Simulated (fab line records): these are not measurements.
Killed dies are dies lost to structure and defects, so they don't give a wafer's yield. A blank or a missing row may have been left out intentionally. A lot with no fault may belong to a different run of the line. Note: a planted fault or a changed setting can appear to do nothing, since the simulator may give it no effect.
Chamber matching / flow nand_harc / pecvd-01 running NHARC_A_STAIRCASE_DEP_301: 3 sister chambers
The step deposits SiON, target thk 30 nm. 3 wafers are shown with their chamber, then 9 later ones without.

WAFERS WITH THEIR CHAMBER
wafer=L088.6; chamber=2; showerhead_vpp_V (V)=1224
wafer=L089.5; chamber=0; showerhead_vpp_V (V)=1134
wafer=L089.6; chamber=1; showerhead_vpp_V (V)=1105

WAFERS WITHOUT THEIR CHAMBER
wafer=L091.1; showerhead_vpp_V (V)=1225
wafer=L091.3; showerhead_vpp_V (V)=1095
wafer=L091.4; showerhead_vpp_V (V)=1131
wafer=L094.4; showerhead_vpp_V (V)=1103
wafer=L094.5; showerhead_vpp_V (V)=1118
wafer=L094.6; showerhead_vpp_V (V)=1210
wafer=L096.3; showerhead_vpp_V (V)=1123
wafer=L096.4; showerhead_vpp_V (V)=1247
wafer=L096.6; showerhead_vpp_V (V)=1099

EACH ONE'S CHAMBER
wafer=L091.1; from the rows above=2; in truth=2
wafer=L091.3; from the rows above=1; in truth=1
wafer=L091.4; from the rows above=0; in truth=0
wafer=L094.4; from the rows above=1; in truth=1
wafer=L094.5; from the rows above=can't be placed: 1 or 0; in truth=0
wafer=L094.6; from the rows above=2; in truth=2
wafer=L096.3; from the rows above=can't be placed: 0 or 1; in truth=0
wafer=L096.4; from the rows above=2; in truth=2
wafer=L096.6; from the rows above=1; in truth=1
7 of 9 placed correctly. These rows do not allow placing 2 (true chamber among the candidates in 2). 0 placed wrongly.
How it was worked out, from the rows above alone: a wafer's distance from a chamber is the root of the sum, over the readings, of the square of ((its reading less the chamber's mean) divided by the reading's scatter). The wafer belongs to the nearest chamber; if the next one is less than 2 further off, it can't be placed. Each chamber's mean is taken over the wafers shown for it. The scatter: with one shown wafer a chamber, the root of the mean of the squares of how far each hidden wafer lies from its nearest shown one.
